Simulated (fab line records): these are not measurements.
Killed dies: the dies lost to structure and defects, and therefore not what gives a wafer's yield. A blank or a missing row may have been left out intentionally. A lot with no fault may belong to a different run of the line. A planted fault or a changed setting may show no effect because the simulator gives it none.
fab line records	flow nand_harc
[record] lots = 14	wafers = 42	last_day = 33
route steps=1302 shown A_SLIT@923 A_BONDPAD@1228 THIN_TSV@1259 END@1302
lots untouched by any fault: they come from a run of this same line in which no faults occurred
start_h: the number of hours between the record's first day and the start of the first shown wafer of the lot	wait_h: hours elapsed since this lot's preceding step	" the same as in the row above	L1.1+2: several wafers, shown together as one row	- no value present, or no start provided	* or withheld: withheld	< > ~ a bound
route shown NAME@n: NAME is a module with steps in the file, n the number in the route of the first one	usual: average and standard deviation across the fault-free wafers	same: alike in all rows	chamber/n: place in a boat	sites: readings site by site	_std_site: standard deviation across them	_edge_site: the outer-site mean with the inner-site mean subtracted	radius_mm: for every site, how far away it sits from the centre of the wafer	mask NAME#n: copy n	behind: the most recent tool/chamber to have shaped the wafer	hold: cause of the lot's hold/its duration in hours/its outcome	device: the n, p or np transistor that did not switch	end of line: tests of these same wafers at the route's end	where a step has no rows: the recipe by itself	killed: at the first sort, the dies lost to defects and structure; wafer yield is something else	map: shows each die of a wafer: x if killed, . if not, _ if none is there
set.NAME: setting as actually run; set.NAME@STEP: the setting as run at that earlier step	model.NAME: the simulator's own value behind a step, which no gauge read
a sample of lots followed through the steps of the route, with each step as a table and each wafer as a row
services: the hour from which a tool's chamber was out of use, counted from the record's first day as start_h (under 0 if before that day), plus the number of hours and why
[[steps]]
[step NHARC_A_SLIT_DEP_00]
[recipe] target_thk_a = 62000	temp_c = 400	material = aC
[usual] throttle_valve_pct = 35.000/0.0092
lot.wafer	tool	chamber	start_h	wait_h	throttle_valve_pct
L870.2	acl_dep-03	0	463.31	-	34.994
L870.5	"	0	465.22	-	35.002
L870.6	"	0	"	"	35.024
L869.2	acl_dep-01	0	463.52	-	35.009
L869.5	"	0	465.43	-	35.003
L869.6	"	0	"	"	34.991
L871.2	acl_dep-02	0	487.59	-	35.006
L871.4	"	0	488.85	-	34.987
L871.6	"	0	490.11	-	34.990
L873.1	acl_dep-01	0	490.19	5.7	35.002
L873.2	"	0	"	"	35.012
L873.3	"	0	"	"	35.002
L876.1	acl_dep-03	0	503.68	-	34.988
L876.2	"	0	"	"	35.010
L876.5	"	0	506.13	-	34.998
L875.2	acl_dep-01	0	506.03	-	35.010
L875.3	"	0	"	"	34.989
L875.5	"	0	507.94	-	34.998
L878.1	acl_dep-03	0	556.61	-	34.995
L878.3	"	0	557.87	-	35.007
L878.6	"	0	559.75	-	34.999
L883.1	acl_dep-02	0	599.20	-	34.997
L883.3	"	0	600.46	-	35.012
L883.6	"	0	602.34	-	34.994
L884.2	acl_dep-01	0	631.12	-	34.996
L884.3	"	0	"	"	34.995
L884.6	"	0	633.58	-	35.001
L885.1	acl_dep-01	0	639.46	-	34.995
L885.2	"	0	"	"	35.001
L885.3	"	0	"	"	35.010
L886.4	acl_dep-02	0	642.20	-	34.990
L886.5	"	0	"	"	34.990
L886.6	"	0	"	"	34.987
L887.2	acl_dep-02	0	646.52	-	35.006
L887.3	"	0	"	"	35.006
L887.6	"	0	648.99	-	35.001
L888.1	acl_dep-03	0	646.75	-	34.996
L888.3	"	0	648.02	-	35.003
L888.4	"	0	"	"	34.974
L891.1	acl_dep-02	0	668.63	-	34.998
L891.2	"	0	"	"	34.988
L891.5	"	0	671.13	-	34.990
[step NHARC_A_BONDPAD_PVD_27]
[recipe] target_thk_a = 300	chamber_pressure_pa = 5	power_w = 5000	substrate_temp_c = 30	time_s = 20.49	material = Cu
[usual] throttle_valve_pct = 29.6/1.1
lot.wafer	tool	chamber	start_h	wait_h	throttle_valve_pct
L870.2	pvd_sputter-02	-	-	-	28.1
L870.5	"	-	"	"	29.6
L870.6	"	-	"	"	28.4
L869.2	pvd_sputter-03	-	-	-	29.4
L869.5	"	-	"	"	29.0
L869.6	"	-	"	"	29.4
L871.2	pvd_sputter-02	-	-	-	29.4
L871.4	"	-	"	"	28.1
L871.6	"	-	"	"	29.7
L873.3	pvd_sputter-02	-	-	-	29.7
L873.2	"	-	"	"	28.3
L873.1	"	-	"	"	29.5
L876.2	pvd_sputter-03	-	-	-	28.9
L876.1	"	-	"	"	29.3
L876.5	"	-	"	"	29.2
L875.2	pvd_sputter-02	-	-	-	28.1
L875.3	"	-	"	"	28.1
L875.5	"	-	"	"	29.5
L878.1	pvd_sputter-03	-	-	-	29.2
L878.3	"	-	"	"	29.1
L878.6	"	-	"	"	29.4
L883.1	pvd_sputter-01	-	-	-	31.8
L883.3	"	-	"	"	30.6
L883.6	"	-	"	"	31.8
L884.2	pvd_sputter-01	-	-	-	31.8
L885.2	pvd_sputter-02	-	-	-	28.2
L886.4	pvd_sputter-03	-	-	-	30.6
L886.6	"	-	"	"	30.3
L886.5	"	-	"	"	29.2
L887.3	pvd_sputter-01	-	-	-	31.5
L887.2	"	-	"	"	29.9
L887.6	"	-	"	"	30.5
L888.4	pvd_sputter-02	-	-	-	29.6
L888.1	"	-	"	"	28.4
L888.3	"	-	"	"	28.0
L891.1	pvd_sputter-01	-	-	-	30.3
L891.2	"	-	"	"	31.8
L891.5	"	-	"	"	30.5
[step NHARC_THIN_TSV_CD_MEAS_12]
[recipe] target_cd_nm = 1000	landing_energy_ev = 500
[usual] cd_nm = 1002.0/2.4
[same] landing_energy_ev = 500
lot.wafer	tool	chamber	start_h	wait_h	cd_nm
L870.2	cd_sem-03	0	562.13	-	1004.1
L870.5	"	0	"	"	1004.4
L870.6	"	0	"	"	1006.4
L869.2	cd_sem-03	0	568.12	-	1002.1
L869.5	"	0	"	"	1003.5
L869.6	"	0	"	"	1001.2
L871.2	cd_sem-01	0	587.32	-	998.8
L871.4	"	0	"	"	1000.2
L871.6	"	0	"	"	1000.9
L873.1	cd_sem-03	0	592.91	-	1004.0
L873.2	"	0	"	"	1001.2
L873.3	"	0	"	"	998.7
L876.1	cd_sem-03	0	607.95	-	1005.0
L876.2	"	0	"	"	1004.0
L876.5	"	0	"	"	1007.8
L875.2	cd_sem-03	0	609.28	-	998.7
L875.3	"	0	"	"	1000.0
L875.5	"	0	"	"	1000.9
L878.1	cd_sem-01	0	652.80	-	998.0
L878.3	"	0	"	"	998.8
L878.6	"	0	"	"	1002.1
L883.1	cd_sem-03	0	693.85	-	1001.0
L883.3	"	0	"	"	1002.8
L883.6	"	0	"	"	1004.3
L884.2	cd_sem-02	0	733.05	-	1003.2
L885.2	cd_sem-03	0	746.58	-	999.6
L886.4	cd_sem-03	0	747.63	-	1002.2
L886.5	"	0	"	"	1002.8
L886.6	"	0	"	"	1003.6
L887.2	cd_sem-01	0	755.80	-	1000.3
L887.3	"	0	"	"	1003.7
L887.6	"	0	"	"	998.7
L888.1	cd_sem-01	0	757.08	-	1004.8
L888.3	"	0	"	"	1004.6
L888.4	"	0	"	"	1000.2
L891.1	cd_sem-02	0	770.87	-	1001.4
L891.2	"	0	"	"	1006.4
L891.5	"	0	"	"	1004.7
[step NHARC_THIN_TSV_PVD_19]
[recipe] target_thk_a = 200	chamber_pressure_pa = 5	material = TaN
[usual] throttle_valve_pct = 29.8/1.2
lot.wafer	tool	chamber	start_h	wait_h	throttle_valve_pct
L870.2	pvd_sputter-02	-	-	-	29.2
L870.5	"	-	"	"	28.1
L870.6	"	-	"	"	29.6
L869.2	pvd_sputter-01	-	-	-	31.4
L869.6	"	-	"	"	29.3
L869.5	"	-	"	"	32.4
L871.4	pvd_sputter-02	-	-	-	28.3
L871.2	"	-	"	"	29.7
L871.6	"	-	"	"	27.9
L873.3	pvd_sputter-01	-	-	-	31.9
L873.1	"	-	"	"	30.4
L873.2	"	-	"	"	31.7
L876.1	pvd_sputter-01	-	-	-	30.1
L876.2	"	-	"	"	30.5
L876.5	"	-	"	"	31.8
L875.3	pvd_sputter-03	-	-	-	28.9
L875.2	"	-	"	"	30.5
L875.5	"	-	"	"	28.8
L878.1	pvd_sputter-02	-	-	-	28.3
L878.3	"	-	"	"	29.8
L878.6	"	-	"	"	29.8
L883.3	pvd_sputter-02	-	-	-	29.4
L883.1	"	-	"	"	29.8
L883.6	"	-	"	"	29.5
L884.2	pvd_sputter-03	-	-	-	30.4
L885.2	pvd_sputter-01	-	-	-	31.7
L886.4	pvd_sputter-03	-	-	-	29.4
L886.5	"	-	"	"	29.0
L886.6	"	-	"	"	30.5
L887.3	pvd_sputter-02	-	-	-	29.6
L887.2	"	-	"	"	29.4
L887.6	"	-	"	"	28.3
L888.3	pvd_sputter-03	-	-	-	29.1
L888.4	"	-	"	"	30.3
L888.1	"	-	"	"	30.3
L891.2	pvd_sputter-02	-	-	-	28.1
L891.1	"	-	"	"	29.7
L891.5	"	-	"	"	29.6
[step NHARC_END_SORT_01]
[recipe] temp_c = 25
[usual] killed_at_array = 61/24	killed_at_other = 1.2/1.3	killed_at_periphery = 3.7/2.6	killed_dies = 66/23	killed_open = 3.3/1.8	killed_short = 2.4/1.6
[same] gross_dies = 677
lot.wafer	tool	chamber	start_h	wait_h	killed_at_array	killed_at_other	killed_at_periphery	killed_dies	killed_open	killed_short
L884.2	prober-02	0	750.81	2.8	70	0	3	73	3	0
L884.3	prober-02	0	751.63	3.1	671	1	5	677	4	3
L884.6	prober-02	0	754.08	4.1	671	0	6	677	0	5
L885.1	prober-01	0	761.47	2.5	672	1	4	677	5	1
L885.2	prober-01	0	762.27	2.8	56	0	3	59	4	5
L885.3	prober-01	0	763.07	3.1	672	0	5	677	4	1
// killed by level:class
L884.2 A_CHANNEL_HOLE_D1:chamber_film_flake=32 A_CHANNEL_HOLE_D2:chamber_film_flake=28 A_SLIT:chamber_film_flake=6 P_CONTACT:geometric_particle:open=2 A_BONDPAD:chamber_film_flake=2 A_ONON_D1:geometric_particle:open=1 P_M2:chamber_film_flake=1 A_CONTACT:chamber_film_flake=1
L884.3 A_SLIT:area_dep=594 A_CHANNEL_HOLE_D2:chamber_film_flake=31 A_CHANNEL_HOLE_D1:chamber_film_flake=29 A_SLIT:chamber_film_flake=6 P_M2:chamber_film_flake=2 A_STAIRCASE:chamber_film_flake=2 A_CONTACT:chamber_film_flake=2 P_GATE:geometric_particle:open=1
L884.6 A_SLIT:area_dep=596 A_CHANNEL_HOLE_D1:chamber_film_flake=32 A_CHANNEL_HOLE_D2:chamber_film_flake=28 A_SLIT:chamber_film_flake=4 P_M2:chamber_film_flake=3 P_STI:chamber_film_flake=2 A_CONTACT:chamber_film_flake=2 A_BONDPAD:chamber_film_flake=2
L885.1 A_SLIT:area_dep=624 A_SLIT:chamber_film_flake=25 A_CHANNEL_HOLE_D1:chamber_film_flake=11 A_CHANNEL_HOLE_D2:geometric_particle:open=2 P_STI:chamber_film_flake=2 A_DECK1_JOINT:chamber_film_flake=2 A_CONTACT:chamber_film_flake=2 A_ONON_D1:geometric_particle:open=1
L885.2 A_SLIT:chamber_film_flake=28 A_CHANNEL_HOLE_D1:chamber_film_flake=14 A_CONTACT:chamber_film_flake=4 A_DECK1_JOINT:geometric_particle:short=2 A_ONON_D1:geometric_particle:short=1 A_CHANNEL_HOLE_D2:geometric_particle:short=1 A_CHANNEL_HOLE_D2:geometric_particle:open=1 A_CHANNEL_FILL_D2:geometric_particle:open=1
L885.3 A_SLIT:area_dep=611 A_SLIT:chamber_film_flake=41 A_CHANNEL_HOLE_D1:chamber_film_flake=15 P_M2:chamber_film_flake=2 P_GATE:geometric_particle:open=1 P_M0:geometric_particle:open=1 A_ONON_D1:geometric_particle:open=1 A_DECK1_JOINT:geometric_particle:short=1
[[services]]
tool	chamber	start_h	hours	kind
pvd_sputter-02	-	460.00	10.0	pm
pvd_sputter-01	-	472.29	2.2	repair
acl_dep-03	-	481.21	13.0	pm
pvd_sputter-03	-	526.03	10.0	pm
acl_dep-03	-	537.45	4.0	repair
pvd_sputter-02	-	549.35	4.2	repair
acl_dep-01	-	549.69	13.0	pm
pvd_sputter-03	-	556.62	3.0	repair
pvd_sputter-02	-	566.96	0.5	repair
pvd_sputter-01	-	582.02	10.0	pm
pvd_sputter-02	-	601.48	8.7	repair
acl_dep-02	-	610.46	13.0	pm
pvd_sputter-02	-	638.00	10.0	pm
acl_dep-03	-	662.92	13.0	pm
pvd_sputter-03	-	704.03	10.0	pm
acl_dep-01	-	730.69	13.0	pm
pvd_sputter-01	-	760.02	10.0	pm
[[key]]
[first_sign] step = NHARC_END_SORT_01	reading = killed_dies	direction = up	sigmas = 27	usual = 66	struck = 677
[effect] step = NHARC_END_SORT_01	reading = killed_at_array	direction = up	sigmas = 26	usual = 61	struck = 672
[more_kills_born_at] NHARC_A_SLIT_DEP_00@acl_dep-01 = 2425
met_at NHARC_A_SLIT_DEP_00
struck_lots L884,L885
struck_wafers L884.3,L884.6,L885.1,L885.3
later_rows_left_out L884.3,L884.6,L885.1,L885.3
tester_left_out L884,L885
not_acting_at NHARC_A_BONDPAD_PVD_27,NHARC_THIN_TSV_CD_MEAS_12,NHARC_THIN_TSV_PVD_19
onset_between 506.03 631.12
[fault] kind = process_parameter_drift	tool = acl_dep-01	chamber = -	onset_h = 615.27	steps = NHARC_A_SLIT_DEP_00	channel = target_thk_a	offset = *	shape = step	end_h = 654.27	scope = struck_wafers_only	acts_in = *	stated = *
// tester_left_out: of these lots the tester's yield and bins aren't shown, on N5 and GAA mostly nor the transistor test; their killed dies are dies lost to structure and defects alone, not to doping, threshold or leakage, so they don't give the yield
// later_rows_left_out: the simulator's readings of these wafers behind a module that went badly wrong aren't trusted and aren't shown, but for the sort
